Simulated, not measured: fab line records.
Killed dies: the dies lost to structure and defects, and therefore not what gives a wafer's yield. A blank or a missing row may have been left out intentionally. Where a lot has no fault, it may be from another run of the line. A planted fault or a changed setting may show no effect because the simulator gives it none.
Chamber matching -- flow nand harc -- rie diel-11 running NHARC_P_M2_STRIP_18: 4 sister chambers
The step strips in N2/H2. 22 wafers are shown with their chamber, then 11 later ones without.

EACH WAFER AND ITS CHAMBER
wafer,chamber,showerhead plenum p Torr (Torr),drypump motor current A (A),oes product au (a.u.)
L074.1,3,2.11,5.6,0.990
L074.3,1,1.98,5.8,1.014
L074.5,1,1.98,5.8,1.005
L075.3,1,1.98,5.8,0.993
L075.4,3,2.10,5.6,0.994
L075.5,3,2.10,5.6,1.000
L077.2,3,2.10,5.6,0.992
L077.4,1,1.98,5.7,1.009
L077.5,2,1.98,6.6,1.002
L079.1,2,1.98,6.6,1.008
L079.2,0,2.10,5.1,1.001
L079.4,1,1.98,5.7,1.006
L083.1,2,1.98,6.6,1.000
L083.2,0,2.10,5.1,1.002
L083.3,1,1.98,5.7,1.000
L084.1,3,2.10,5.6,0.979
L084.3,1,1.98,5.7,0.996
L084.5,0,2.10,5.0,0.998
L085.1,0,2.10,5.1,1.004
L085.2,2,1.98,6.6,0.995
L085.5,3,2.10,5.6,0.992
L088.1,0,2.10,5.1,1.000

SIGNATURES, as means of the wafers listed above
reading,chamber 0,chamber 1,chamber 2,chamber 3,scatter within a chamber
showerhead plenum p Torr,2.1000,1.9800,1.9800,2.1017,0.00215
drypump motor current A,5.080,5.743,6.600,5.600,0.0374
oes product au,1.00100,1.00329,1.00125,0.99117,0.00611
Rule: a wafer's distance from a chamber is the root of the sum, over the readings, of the square of ((its reading less the chamber's mean) divided by the reading's scatter). If the next closest chamber is less than 2 further off than the closest, the wafer can't be placed; otherwise it belongs to the closest. The scatter: take each reading less its chamber's mean, square it, sum over the shown wafers, divide by the number of wafers less the number of chambers, and take the root.

WAFERS WHOSE CHAMBER IS MISSING
wafer,showerhead plenum p Torr (Torr),drypump motor current A (A),oes product au (a.u.)
L088.2,1.98,5.7,0.990
L088.6,2.10,5.1,1.003
L090.3,1.98,5.7,1.000
L090.5,2.10,5.1,1.012
L090.6,1.98,5.7,0.994
L091.1,1.98,5.7,1.000
L091.3,2.10,5.1,1.007
L091.4,1.98,6.6,0.985
L092.2,2.10,5.1,1.003
L092.3,1.98,6.6,1.001
L092.6,1.98,6.6,0.983

WHICH CHAMBER EACH WENT THROUGH
wafer,from the rows above,in truth
L088.2,1,1
L088.6,0,0
L090.3,1,1
L090.5,0,0
L090.6,1,1
L091.1,1,1
L091.3,0,0
L091.4,2,2
L092.2,0,0
L092.3,2,2
L092.6,2,2
Correctly placed: 11 of 11. Not placeable from these rows: 0. Number placed wrongly: 0.
